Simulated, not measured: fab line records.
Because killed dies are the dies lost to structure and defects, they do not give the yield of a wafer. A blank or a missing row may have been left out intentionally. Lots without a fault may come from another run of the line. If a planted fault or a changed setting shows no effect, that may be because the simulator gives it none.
Lot-split experiment | flow n5Finfet | 21 wafers read from 7 lots, route of 1938 steps

## SPLIT DETAILS
At N5_BEOL_M5_COAT_66 (time 60 s, resist thk 12 nm), the setting spinRpm was moved away from the recipe's 1500 rpm on 5 of the 21 wafers read, by -9.1% to +4.0%. All remaining wafers had this setting at the recipe value.

The split's own step is where the reading is taken.

## THE READING
SiARC_of_BEOL_M5_COAT_66.thkNm (the simulator's own value, which no gauge read), in nm, at N5_BEOL_M5_COAT_66 (time 60 s, resist thk 12 nm). The file does not state a usual value for it.

wafer  | tool, chamber at the split | spinRpm as run, rpm | against the recipe | SiARC_of_BEOL_M5_COAT_66.thkNm, nm | against lot-mates on the recipe
L074.2 | lithoTrack-02, 0           | 1500                | recipe             | 12                                 | -
L074.4 | lithoTrack-02, 0           | 1500                | recipe             | 12                                 | -
L074.6 | lithoTrack-02, 0           | 1500                | recipe             | 12                                 | -
L075.2 | lithoTrack-02, 0           | 1560                | +4.0%              | 11.8                               | -0.2
L075.5 | lithoTrack-02, 0           | 1560                | +4.0%              | 11.8                               | -0.2
L075.6 | lithoTrack-02, 0           | 1500                | recipe             | 12                                 | -
L080.1 | lithoTrack-05, 0           | 1379                | -8.1%              | 12.6                               | +0.6
L080.5 | lithoTrack-05, 0           | 1379                | -8.1%              | 12.6                               | +0.6
L080.4 | lithoTrack-05, 0           | 1500                | recipe             | 12                                 | -
L086.2 | lithoTrack-02, 0           | 1500                | recipe             | 12                                 | -
L086.4 | lithoTrack-02, 0           | 1500                | recipe             | 12                                 | -
L086.5 | lithoTrack-02, 0           | 1500                | recipe             | 12                                 | -
L087.1 | lithoTrack-05, 0           | 1500                | recipe             | 12                                 | -
L087.2 | lithoTrack-05, 0           | 1500                | recipe             | 12                                 | -
L087.6 | lithoTrack-05, 0           | 1500                | recipe             | 12                                 | -
L095.1 | lithoTrack-04, 0           | 1500                | recipe             | 12                                 | -
L095.2 | lithoTrack-04, 0           | 1500                | recipe             | 12                                 | -
L095.4 | lithoTrack-04, 0           | 1500                | recipe             | 12                                 | -
L096.1 | lithoTrack-05, 0           | 1500                | recipe             | 12                                 | -
L096.4 | lithoTrack-05, 0           | 1500                | recipe             | 12                                 | -
L096.2 | lithoTrack-05, 0           | 1364                | -9.1%              | 12.6                               | +0.6

FIT RESULTS
A straight line over all 21 wafers: SiARC_of_BEOL_M5_COAT_66.thkNm changes by -0.0676 nm for each +1% of spinRpm; r = -0.99; the points scatter about the line by 0.027 nm.
The same after taking each lot's own level away (the mean of its wafers on the recipe; 21 wafers): -0.0676 nm for each +1%; r = -0.99; scatter 0.027 nm.
According to that fit, moving spinRpm by its largest amount changes the reading by 0.61 nm.
The lots' own levels span 12.00 to 12.00 nm.
Consequently the slope shifts little with the lot-to-lot level, the two slopes agreeing.
Check: with one of the wafers moved furthest among these (-9.1%) left out of the fit, the line predicts +0.637 nm for it against its lot-mates. Against them it came out at +0.6 nm.

## THE OTHER SPLITS THESE WAFERS WENT THROUGH
These wafers also went through other splits before the reading. Each is held against what the fit with the lots' levels taken away leaves over:
other split on the same wafers | wafers away from the commonest value | r with SiARC_of_BEOL_M5_COAT_66.thkNm (lot level and that fit taken away)
N5_BEOL_M1_EXPOSE_25 doseMj    | 10                                   | +0.60
N5_BEOL_M1_SPUTTER_81 timeS    | 6                                    | -0.08
N5_BEOL_M3_COAT_05 spinRpm     | 6                                    | -0.19
N5_BEOL_M3_ETCH_64 timeS       | 11                                   | -0.06
N5_BEOL_M4_EXPOSE_25 doseMj    | 7                                    | -0.23

## FILE'S OWN FIT
SiARC_of_BEOL_M5_COAT_66.thkNm changes by -0.0679 nm for each +1% of spinRpm, r = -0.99.
